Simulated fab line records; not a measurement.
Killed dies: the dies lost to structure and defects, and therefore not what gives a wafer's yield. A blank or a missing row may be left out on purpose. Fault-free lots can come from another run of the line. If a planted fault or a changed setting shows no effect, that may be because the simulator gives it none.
Matching of chambers | flow n5 finfet | N5_SD_EPI_N_LINER_46 on ald sin-02: 4 sister chambers
The step material SiNx, target thk 3 nm. 8 wafers are shown with their chamber, then 9 later ones without.

## WAFERS, EACH WITH ITS CHAMBER
wafer  | chamber | heater power w (W)
L089.3 | 2       | 858
L089.6 | 3       | 885
L090.3 | 1       | 792
L090.4 | 0       | 932
L090.6 | 3       | 878
L092.1 | 0       | 910
L092.2 | 1       | 818
L092.3 | 2       | 854

## WAFERS MISSING THEIR CHAMBER
wafer  | heater power w (W)
L093.3 | 848
L093.4 | 800
L093.6 | 928
L097.2 | 849
L097.3 | 818
L097.6 | 941
L096.3 | 830
L096.4 | 884
L096.6 | 928

## THE CHAMBER EACH PASSED THROUGH
wafer  | from the rows above     | in truth
L093.3 | 2                       | 2
L093.4 | 1                       | 1
L093.6 | 0                       | 0
L097.2 | 2                       | 2
L097.3 | 1                       | 1
L097.6 | 0                       | 0
L096.3 | can't be placed: 1 or 2 | 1
L096.4 | 3                       | 3
L096.6 | 0                       | 0
8 of 9 placed correctly. Cannot be placed on the basis of these rows: 1; the candidates contain the true chamber in 1. Number placed wrongly: 0.
How it was worked out, from the rows above alone: a wafer's distance from a chamber is the root of the sum, over the readings, of the square of ((its reading less the chamber's mean) divided by the reading's scatter). The wafer belongs to the nearest chamber; if the next one is less than 2 further off, it can't be placed. For every chamber, the mean is computed from those of its wafers that are shown. The scatter: take each reading less its chamber's mean, square it, sum over the shown wafers, divide by the number of wafers less the number of chambers, and take the root.
